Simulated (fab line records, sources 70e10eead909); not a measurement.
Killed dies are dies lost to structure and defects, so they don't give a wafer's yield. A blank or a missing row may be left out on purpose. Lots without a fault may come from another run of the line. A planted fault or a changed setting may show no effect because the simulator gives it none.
A struck lot beside a sound one | flow nand_harc | 14 steps out of a route of 1302
Sound: wafers L410.1, L410.3, L410.4. Struck: wafer L413.4. (L413.2, L413.3 of the same lot were not struck and are left out.) The cause comes at the end.
At each step with rows: each side's tool, then ch and its chambers, then its first start. Under that, the readings that differ: sound wafers | struck wafers | difference of the means | sigmas: that difference in standard deviations of wafers without a fault.
alike: readings whose means differ by less than 2 such deviations, and words and numbers that are the same on both sides. not compared: withheld readings, readings that some wafer has no value for, bounds like >300 that may hide the same value, and numbers for which the record gives no deviation and whose values overlap.
The two part at a step that has a row with sigmas, a row that says differs or no value, or rows on one side only. Numbers that don't overlap but have no deviation are shown without sigmas and don't part them. A reading that every wafer of one side lacks parts them only if that side has two wafers or more.

NHARC_A_SLIT_ETCH_26: etches the open film in C4F8/O2/Ar, time 90 s, target depth 400 nm.
  sound on har_etch-01 ch 0,1, day 20 15:39; struck on har_etch-02 ch 1, day 22 11:58
  alike: drypump_motor_current_A, showerhead_plenum_p_Torr, throttle_valve_pct
  not compared: rf_hours_counter_h
then, 1 step without rows for these wafers: NHARC_A_SLIT_STRIP_28 (strips in O2/COS).
NHARC_A_SLIT_ETCH_29: etches the open film in CF4/O2, target depth 100 nm, overetch 10 nm, time 55 s.
  sound on rie_diel-02 ch 1,2,3, day 20 16:31; struck on rie_diel-12 ch 2, day 22 12:51
  reading                         | sound          | struck | difference | sigmas
  drypump_motor_current_A (A)     | 5.7 5.7 5.8    | 4.6    | -1.1       | -2
  showerhead_plenum_p_Torr (Torr) | 1.31 1.26 1.24 | 1.38   | +0.11      | +2
  alike: oes_product_au, rf_vpp_V, throttle_valve_pct
  not compared: rf_hours_counter_h
NHARC_A_SLIT_STRIP_18: strips in O2.
  sound on rie_diel-02 ch 1,2,3; struck on rie_diel-12 ch 1
  alike: drypump_motor_current_A, oes_product_au, rf_vpp_V, showerhead_plenum_p_Torr, throttle_valve_pct
  not compared: rf_hours_counter_h
then, 2 steps without rows for these wafers: NHARC_A_SLIT_PRECLEAN_19 (cleans in SC1); NHARC_A_SLIT_SRD_20.
NHARC_A_SLIT_CD_MEAS_21:
  sound on cd_sem-02, day 20 17:02; struck on cd_sem-01, day 22 13:23
  alike: cd_nm
then, 3 steps without rows for these wafers: NHARC_A_SIN_REMOVE_WET_00 (chemistry H3PO4, time 15300 s); NHARC_A_SIN_REMOVE_PRECLEAN_01 (cleans in SC1); NHARC_A_SIN_REMOVE_SRD_02.
NHARC_A_SIN_REMOVE_INSPECT_04:
  sound on defect_inspect-01, day 21 01:18; struck on defect_inspect-02, day 23 01:32
  reading          | sound       | struck | difference | sigmas
  raw_defect_count | 269 304 296 | 524    | +234       | +2
NHARC_A_WL_FILL_ALD_00: deposits Al2O3, target thk 3 nm, pulse time 3 s, ald cycles 30.
  sound on ald_hk-02 ch 0,1,3, day 21 01:23; struck on ald_hk-01 ch 0, day 23 01:54
  reading    | sound    | struck | difference | sigmas
  ald_cycles | 30 30 30 | 43     | +13        |
  alike: heater_power_w, precursor_pulse_height_rel
NHARC_A_WL_FILL_RTA_01: time 5 s.
  sound on rtp_anneal-01 ch 0, day 21 01:37; struck on rtp_anneal-01 ch 0, day 23 02:11
  alike: lamp_power_pct, lamp_zone_3_pct, wafer_temp_C_max
NHARC_END_SORT_01:
  the record has rows for the sound wafers here (prober-01 ch 0, day 25 05:29) and none for the struck ones

WHERE THEY PART
First at NHARC_A_SLIT_ETCH_29; last, within this record, at NHARC_END_SORT_01.

WHY: what the simulator had put in
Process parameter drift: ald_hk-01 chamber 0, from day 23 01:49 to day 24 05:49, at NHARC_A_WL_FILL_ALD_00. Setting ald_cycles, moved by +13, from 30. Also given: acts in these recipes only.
